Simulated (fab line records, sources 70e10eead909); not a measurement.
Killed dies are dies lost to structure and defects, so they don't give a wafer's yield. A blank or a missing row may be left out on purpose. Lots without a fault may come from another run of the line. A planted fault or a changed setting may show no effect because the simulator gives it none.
fab line records | flow nand_harc
record lots=6 wafers=18 last_day=25
route steps=1159 shown A_WL_FILL@813 END@1159
lots that met no fault: from a run of the same line without faults
start_h: hours from the record's first day to the start of the lot's first wafer shown | wait_h: hours since the lot's step before | " the same as in the row above | L1.1+2: a row that stands for several wafers | - no value, or no start given | * or withheld: withheld | < > ~ a bound
route shown NAME@n: a module of which the file shows steps, and the number in the route of the first | usual: mean/standard deviation of fault-free wafers | same: alike in all rows | chamber/n: place in a boat | sites: the reading at each site | _std_site: their standard deviation | _edge_site: outer sites' mean less inner sites' | radius_mm: how far each site lies from the wafer's centre | mask NAME#n: copy n | behind: the tool/chamber that last shaped the wafer | hold: why the lot was held/for how many hours/how that ended | device: the transistor (n, p or np) that didn't switch | end of line: the same wafers' tests at the end of the route | a step without rows: its recipe alone | killed: dies lost to structure and defects at the first sort, not the wafer's yield | map: a wafer's dies, x killed, . not, _ none there
set.NAME: the setting as run; set.NAME@STEP: as run at that earlier step | model.NAME: the simulator's own value behind a step, which no gauge read
lots at some steps of the route; a table a step, a row a wafer
services: from which hour (start_h, from the record's first day; less than 0 if before it) a tool's chamber was out of use, for how many hours, and why
## steps
# step NHARC_A_WL_FILL_CVD_03
# recipe target_thk_a=400 temp_c=300 pressure_torr=40 wf6_flow_sccm=40 h2_flow_sccm=1600 ar_flow_sccm=1560 time_s=3302 material=W
# usual heater_power_w=474/51 throttle_valve_pct=8.00/0.19
# columns lot.wafer tool chamber start_h wait_h heater_power_w throttle_valve_pct
L316.2 cvd_w-02 1 356.97 3.2 393 8.10
L316.3 " 1 " " 399 8.09
L316.5 " 0 " " 446 8.11
L318.1 cvd_w-01 0 382.35 7.7 522 8.03
L318.6 " 0 384.22 9.6 524 8.06
L318.5 " 1 " " 509 7.78
L325.1 cvd_w-02 0 413.00 2.3 464 7.67
L325.2 " 1 " " 416 8.03
L325.4 " 1 " " 398 8.13
L323.2 cvd_w-02 1 419.23 0.5 397 7.72
L323.4 " 0 " " 459 7.96
L323.3 " 1 " " 398 7.95
L332.3 cvd_w-01 1 473.56 1.5 510 8.18
L332.6 " 0 " " 522 7.91
L332.5 " 1 " " 518 8.08
L333.2 cvd_w-02 1 478.41 3.0 405 8.34
L333.1 " 0 " " 471 8.06
L333.4 " 0 " " 466 8.11
# step NHARC_A_WL_FILL_ETCHBACK_04
# recipe target_depth_a=600 time_s=120 chemistry=NF3
# usual drypump_motor_current_A=5.4/0.31 oes_product_au=1.008/0.012
# columns lot.wafer tool chamber start_h wait_h drypump_motor_current_A oes_product_au rf_hours_counter_h
L316.2 rie_metal-02 0 359.87 2.4 5.5 1.025 4.4
L316.3 " 0 " " 5.5 1.004 -
L316.5 " 1 " " 5.8 1.013 -
L318.1 rie_metal-02 1 385.64 2.8 5.8 1.014 5.1
L318.6 " 1 " " 5.8 1.010 -
L318.5 " 0 " " 5.5 0.998 -
L325.1 rie_metal-01 1 416.33 2.9 5.5 0.985 2.1
L325.2 " 0 " " 5.6 1.001 2.1
L325.4 " 0 " " 5.6 0.999 -
L323.2 rie_metal-02 1 422.04 2.3 5.8 1.017 0.3
L323.4 " 1 " " 5.8 1.014 -
L323.3 " 0 " " 5.5 1.010 -
L332.3 rie_metal-01 0 475.56 1.5 5.7 1.004 -
L332.5 " 0 " " 5.6 1.001 -
L332.6 " 1 " " 5.5 1.013 -
L333.1 rie_metal-03 0 481.70 2.4 4.9 1.012 0.4
L333.2 " 1 " " 5.6 1.014 0.4
L333.4 " 0 " " 4.9 1.014 -
# step NHARC_A_WL_FILL_ETCHBACK_05
# recipe target_depth_a=220 time_s=60 temp_c=40 chemistry=Cl2/BCl3
# usual drypump_motor_current_A=5.4/0.32 oes_product_au=1.007/0.013
# columns lot.wafer tool chamber start_h wait_h drypump_motor_current_A oes_product_au rf_hours_counter_h
L316.2 rie_metal-02 0 360.08 0.2 5.5 1.003 4.5
L316.3 " 1 " " 5.8 1.001 -
L316.5 " 0 " " 5.5 0.992 -
L318.1 rie_metal-02 1 385.90 0.2 5.8 1.014 5.2
L318.5 " 0 " " 5.5 0.997 -
L318.6 " 1 " " 5.8 0.995 -
L325.2 rie_metal-01 1 416.58 0.2 5.5 0.990 2.3
L325.1 " 0 " " 5.6 0.988 2.3
L325.4 " 1 " " 5.5 0.988 -
L323.2 rie_metal-02 0 422.29 0.2 5.5 0.994 0.4
L323.3 " 1 " " 5.8 1.002 -
L323.4 " 0 " " 5.5 1.007 -
L332.3 rie_metal-01 1 475.77 0.2 5.5 1.005 -
L332.6 " 0 " " 5.6 1.000 -
L332.5 " 1 " " 5.5 1.010 -
L333.1 rie_metal-03 0 481.94 0.2 4.9 1.026 0.6
L333.2 " 1 " " 5.6 1.019 0.6
L333.4 " 1 " " 5.6 1.011 -
# step NHARC_A_WL_FILL_STRIP_27
# recipe power_w=1500 temp_c=250 time_s=20 chemistry=N2/H2
# usual drypump_motor_current_A=5.68/0.22 heater_power_w=321/48
# columns lot.wafer tool chamber start_h wait_h drypump_motor_current_A heater_power_w rf_hours_counter_h
L316.2 plasma_asher-01 1 360.26 0.2 5.38 319 28
L316.3 " 1 " " 5.36 314 -
L316.5 " 1 " " 5.40 315 -
L318.1 plasma_asher-01 1 386.02 0.1 5.38 314 41
L318.6 " 1 " " 5.38 319 -
L318.5 " 0 " " 5.66 377 -
L325.2 plasma_asher-01 0 416.72 0.1 5.68 397 51
L325.1 " 1 " " 5.39 313 51
L325.4 " 0 " " 5.67 384 -
L323.2 plasma_asher-02 1 422.44 0.1 5.86 342 17
L323.4 " 0 " " 5.94 233 -
L323.3 " 1 " " 5.84 340 -
L332.3 plasma_asher-01 0 475.94 0.2 5.68 354 -
L332.5 " 1 " " 5.38 312 -
L332.6 " 0 " " 5.69 356 -
L333.2 plasma_asher-01 1 482.08 0.1 5.37 310 8
L333.1 " 0 " " 5.66 342 8
L333.4 " 1 " " 5.35 309 -
# step NHARC_A_WL_FILL_STRIP_28
# recipe time_s=1200 temp_c=72.5 chemistry=post_etch_residue_remover
# step NHARC_A_WL_FILL_PRECLEAN_06
# recipe time_s=300 chemistry=DIW
# step NHARC_A_WL_FILL_SRD_07
# step NHARC_A_WL_FILL_ANNEAL_08
# recipe temp_c=450 time_s=1800
# step NHARC_A_WL_FILL_ALD_10
# recipe target_thk_a=500 pulse_time_s=10 ald_cycles=500 temp_c=300 material=SiO2
# step NHARC_A_WL_FILL_ETCHBACK_16
# recipe target_depth_a=880 time_s=17.6 c4f8_flow_sccm=withheld o2_flow_sccm=8 ar_flow_sccm=withheld rf_w=600 bias_w=800 chemistry=C4F8/O2/Ar
# usual oes_product_au=0.97/0.033 rf_fwd_power_W=588/3.1 rf_vpp_V=726/5.1
# columns lot.wafer tool chamber start_h wait_h oes_product_au rf_fwd_power_W rf_hours_counter_h rf_vpp_V
L316.3 rie_diel-03 2 - - 0.98 586 4.8 731
L316.2 " 1 " " 0.99 583 4.3 729
L316.5 " 2 " " 1.00 587 - 730
L318.1 rie_diel-09 3 - - 1.02 592 3.5 720
L318.5 " 3 " " 1.01 592 - 721
L318.6 " 0 " " 1.01 588 - 730
L325.2 rie_diel-03 0 - - 0.99 591 1.2 718
L325.1 " 1 " " 0.98 588 1.1 728
L325.4 " 2 " " 1.00 586 1.1 731
L323.2 rie_diel-03 3 - - 1.00 592 1.5 717
L323.4 " 0 " " 0.99 592 1.6 718
L323.3 " 2 " " 0.99 586 1.3 731
L332.3 rie_diel-09 3 - - 0.99 590 1.2 721
L332.6 " 2 " " 0.99 589 - 729
L332.5 " 3 " " 0.99 592 - 721
L333.1 rie_diel-03 1 - - 0.99 585 3.8 729
L333.2 " 2 " " 0.98 585 3.8 730
L333.4 " 3 " " 0.98 591 3.9 718
# step NHARC_A_WL_FILL_STRIP_29
# recipe time_s=20 o2_flow_sccm=500 ar_flow_sccm=0 bias_w=0 chemistry=O2
# step NHARC_A_WL_FILL_ETCHBACK_17
# recipe target_depth_a=40 time_s=26.7 chemistry=Cl2/BCl3
# usual drypump_motor_current_A=5.48/0.29 oes_product_au=1.003/0.013
# columns lot.wafer tool chamber start_h wait_h drypump_motor_current_A oes_product_au rf_hours_counter_h
L316.2 rie_metal-01 0 367.47 - 5.61 0.994 0.9
L316.3 " 1 " " 5.50 0.989 -
L316.5 " 1 " " 5.55 0.798 -
L318.1 rie_metal-01 1 393.56 - 5.50 0.809 1.6
L318.6 " 0 " " 5.60 0.800 -
L318.5 " 1 " " 5.49 0.799 -
L325.2 rie_metal-03 1 424.55 - 5.61 1.026 4.0
L325.1 " 0 " " 4.90 1.003 4.0
L325.4 " 0 " " 4.87 1.004 -
L323.2 rie_metal-02 0 434.95 - 5.49 0.996 0.6
L323.4 " 0 " " 5.50 1.008 -
L323.3 " 1 " " 5.79 1.004 -
L332.3 rie_metal-03 0 488.74 - 4.90 1.025 -
L332.5 " 1 " " 5.61 1.017 -
L332.6 " 0 " " 4.88 1.023 -
L333.1 rie_metal-01 1 490.16 - 5.53 0.998 4.7
L333.2 " 0 " " 5.61 1.002 4.7
L333.4 " 0 " " 5.67 0.996 -
# step NHARC_A_WL_FILL_PRECLEAN_18
# recipe time_s=30 chemistry=dHF
# step NHARC_END_SORT_01
# recipe temp_c=25
# usual killed_at_array=28/8.6 killed_at_other=0.7/1.2 killed_at_periphery=3.1/2.3 killed_dies=32/8.7 killed_open=3.2/1.7 killed_short=2.0/1.5
# same gross_dies=677
# columns lot.wafer tool chamber start_h wait_h killed_at_array killed_at_other killed_at_periphery killed_dies killed_open killed_short
L316.2 prober-01 0 460.70 2.8 21 1 6 28 6 1
L316.3 prober-01 0 461.50 3.1 22 0 6 28 6 1
L316.5 prober-01 0 463.10 3.7 23 0 3 26 4 2
# killed by level:class
L316.2 A_SLIT:chamber_film_flake=13 A_STAIRCASE:chamber_film_flake=2 P_M0:geometric_particle:open=2 P_ZERO_WELL:chamber_film_flake=2 P_CONTACT:geometric_particle:short=1 P_M1:geometric_particle:open=1 A_ONON_D1:geometric_particle:open=1 A_BLC:geometric_particle:open=1
L316.3 A_SLIT:chamber_film_flake=8 A_STAIRCASE:chamber_film_flake=4 A_SGD_CUT:chamber_film_flake=3 A_CONTACT:geometric_particle:open=2 P_ZERO_WELL:chamber_film_flake=2 A_CHANNEL_HOLE_D1:chamber_film_flake=2 P_CONTACT:geometric_particle:open=1 P_M0:geometric_particle:open=1
L316.5 A_SLIT:chamber_film_flake=8 A_CONTACT:geometric_particle:open=3 P_ZERO_WELL:chamber_film_flake=3 A_CHANNEL_HOLE_D1:chamber_film_flake=3 A_STAIRCASE:chamber_film_flake=3 A_CHANNEL_FILL_D1:geometric_particle:open=1 A_WL_FILL:geometric_particle:short=1 A_CONTACT:geometric_particle:short=1
## services
# columns tool chamber start_h hours kind
rie_metal-01 0 341.00 - clean
rie_metal-01 1 341.00 - clean
rie_diel-03 0 346.91 - clean
rie_diel-03 1 346.91 - clean
rie_diel-03 2 346.91 - clean
plasma_asher-02 - 360.04 9.0 pm
cvd_w-02 - 378.99 13.0 pm
rie_metal-02 - 388.00 9.0 pm
rie_metal-02 0 388.00 9.0 vent_cycle
rie_metal-02 1 388.00 9.0 vent_cycle
rie_diel-03 - 392.30 9.0 pm
rie_metal-02 0 397.00 - clean
rie_metal-02 1 397.00 - clean
rie_diel-09 - 431.10 9.0 pm
cvd_w-01 0 448.95 4.7 repair
rie_metal-03 - 453.00 9.0 pm
plasma_asher-01 - 453.33 9.0 pm
plasma_asher-01 0 453.33 9.0 vent_cycle
plasma_asher-01 1 453.33 9.0 vent_cycle
plasma_asher-01 0 462.33 - clean
plasma_asher-01 1 462.33 - clean
rie_diel-09 - 465.04 0.3 repair
cvd_w-01 - 474.98 13.0 pm
plasma_asher-02 - 478.47 0.9 repair
## key
first_sign step=NHARC_A_WL_FILL_ETCHBACK_17 reading=oes_product_au direction=down sigmas=16 usual=1.003 struck=0.802
effect none on later readings
met_at NHARC_A_WL_FILL_ETCHBACK_17
struck_wafers L316.5,L318.1,L318.5,L318.6
tester_left_out L316,L318
fault kind=process_parameter_drift tool=rie_metal-01 chamber=- onset_h=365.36 steps=NHARC_A_WL_FILL_ETCHBACK_17 channel=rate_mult offset=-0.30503 shape=step end_h=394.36 scope=struck_wafers_only
# tester_left_out: of these lots the tester's yield and bins aren't shown, on N5 and GAA mostly nor the transistor test; their killed dies are dies lost to structure and defects alone, not to doping, threshold or leakage, so they don't give the yield
